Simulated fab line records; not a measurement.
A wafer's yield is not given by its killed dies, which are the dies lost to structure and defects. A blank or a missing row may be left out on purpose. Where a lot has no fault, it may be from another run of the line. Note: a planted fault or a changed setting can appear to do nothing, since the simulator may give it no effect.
Matching of chambers + flow nand_harc + 4 sister chambers for NHARC_P_GATE_ETCH_32 on rie_si-04
The step etches the open film in HBr/Cl2, target depth 150 nm, time 100.1 s. 4 wafers are shown with their chamber, then 9 later ones without.

## WAFERS WITH THEIR CHAMBER
| wafer  | chamber | drypump_motor_current_A (A) |
|--------|---------|-----------------------------|
| L087.6 | 0       | 5.6                         |
| L088.1 | 2       | 5.9                         |
| L088.3 | 1       | 6.4                         |
| L088.5 | 3       | 6.0                         |

## WAFERS WHOSE CHAMBER IS MISSING
| wafer  | drypump_motor_current_A (A) |
|--------|-----------------------------|
| L089.1 | 5.6                         |
| L089.4 | 6.0                         |
| L089.5 | 5.6                         |
| L095.1 | 6.1                         |
| L095.3 | 5.6                         |
| L095.5 | 6.4                         |
| L096.3 | 5.6                         |
| L096.5 | 5.6                         |
| L096.6 | 6.1                         |

## WHICH CHAMBER EACH ONE RAN IN
| wafer  | from the rows above | in truth                   |
|--------|---------------------|----------------------------|
| L089.1 | 0                   | 0                          |
| L089.4 | 3                   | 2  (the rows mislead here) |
| L089.5 | 0                   | 0                          |
| L095.1 | 3                   | 3                          |
| L095.3 | 0                   | 0                          |
| L095.5 | 1                   | 1                          |
| L096.3 | 0                   | 0                          |
| L096.5 | 0                   | 0                          |
| L096.6 | 3                   | 3                          |
Placed correctly: 8 of 9. Can't be placed from these rows: 0. 1 placed wrongly.
How it was worked out, from the rows above alone: a wafer's distance from a chamber is the root of the sum, over the readings, of the square of ((its reading less the chamber's mean) divided by the reading's scatter). If the next closest chamber is less than 2 further off than the closest, the wafer can't be placed; otherwise it belongs to the closest. Each chamber's mean is taken over the wafers shown for it. The scatter: root of mean squared gap, hidden wafer to nearest shown wafer, with one shown wafer a chamber.
